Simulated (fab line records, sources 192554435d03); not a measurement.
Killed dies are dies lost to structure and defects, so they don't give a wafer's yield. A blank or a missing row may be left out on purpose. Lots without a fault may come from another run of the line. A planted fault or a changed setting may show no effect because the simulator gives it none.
Chamber matching | flow n5_finfet | N5_BEOL_M7_STRIP_19 on rie_diel-02: 4 sister chambers
The step strips in O2. 20 wafers are shown with their chamber, then 10 later ones without.

WAFERS WITH THEIR CHAMBER
wafer  | chamber | drypump_motor_current_A (A) | showerhead_plenum_p_Torr (Torr) | throttle_valve_pct (%)
L074.2 | 3       | 6.0                         | 1.99                            | 16.71
L074.4 | 2       | 5.6                         | 2.18                            | 16.60
L074.6 | 2       | 5.6                         | 2.18                            | 16.59
L075.2 | 1       | 6.5                         | 2.02                            | 16.80
L075.4 | 0       | 5.0                         | 2.16                            | 16.56
L075.5 | 1       | 6.5                         | 2.02                            | 16.81
L076.3 | 0       | 5.0                         | 2.16                            | 16.56
L076.4 | 3       | 6.0                         | 1.99                            | 16.72
L076.5 | 1       | 6.5                         | 2.02                            | 16.81
L077.1 | 2       | 5.6                         | 2.17                            | 16.65
L077.5 | 3       | 6.0                         | 1.99                            | 16.74
L077.6 | 2       | 5.6                         | 2.17                            | 16.64
L079.1 | 2       | 5.5                         | 2.17                            | 16.64
L079.2 | 0       | 5.0                         | 2.15                            | 16.03
L079.3 | 1       | 6.4                         | 2.01                            | 16.82
L081.2 | 2       | 5.6                         | 2.17                            | 16.66
L081.3 | 0       | 5.0                         | 2.15                            | 16.04
L081.4 | 3       | 6.0                         | 1.98                            | 16.73
L083.1 | 2       | 5.6                         | 2.17                            | 16.67
L083.3 | 1       | 6.4                         | 2.01                            | 16.86

SIGNATURES (means of the wafers above)
reading                  | chamber 0 | chamber 1 | chamber 2 | chamber 3 | scatter within a chamber
drypump_motor_current_A  | 5.000     | 6.460     | 5.586     | 6.000     | 0.0359
showerhead_plenum_p_Torr | 2.1550    | 2.0160    | 2.1729    | 1.9875    | 0.00523
throttle_valve_pct       | 16.2975   | 16.8200   | 16.6357   | 16.7250   | 0.133
Rule: a wafer's distance from a chamber is the root of the sum, over the readings, of the square of ((its reading less the chamber's mean) divided by the reading's scatter). The wafer belongs to the nearest chamber; if the next one is less than 2 further off, it can't be placed. The scatter: the root of (the sum of the squares of (reading less its chamber's mean) over the shown wafers, divided by (wafers less chambers)).

WAFERS WITHOUT THEIR CHAMBER
wafer  | drypump_motor_current_A (A) | showerhead_plenum_p_Torr (Torr) | throttle_valve_pct (%)
L083.5 | 5.6                         | 2.17                            | 16.65
L090.4 | 6.0                         | 1.98                            | 16.78
L090.5 | 5.0                         | 2.15                            | 16.07
L090.6 | 6.0                         | 1.98                            | 16.78
L091.2 | 5.0                         | 2.15                            | 16.06
L091.4 | 6.0                         | 1.98                            | 16.79
L091.6 | 5.5                         | 2.16                            | 16.69
L097.1 | 6.4                         | 2.00                            | 16.91
L097.2 | 5.6                         | 2.16                            | 16.72
L097.4 | 5.0                         | 2.15                            | 16.08

WHICH CHAMBER EACH WENT THROUGH
wafer  | from the rows above | in truth
L083.5 | 2                   | 2
L090.4 | 3                   | 3
L090.5 | 0                   | 0
L090.6 | 3                   | 3
L091.2 | 0                   | 0
L091.4 | 3                   | 3
L091.6 | 2                   | 2
L097.1 | 1                   | 1
L097.2 | 2                   | 2
L097.4 | 0                   | 0
Placed correctly: 10 of 10. Can't be placed from these rows: 0. Placed wrongly: 0.
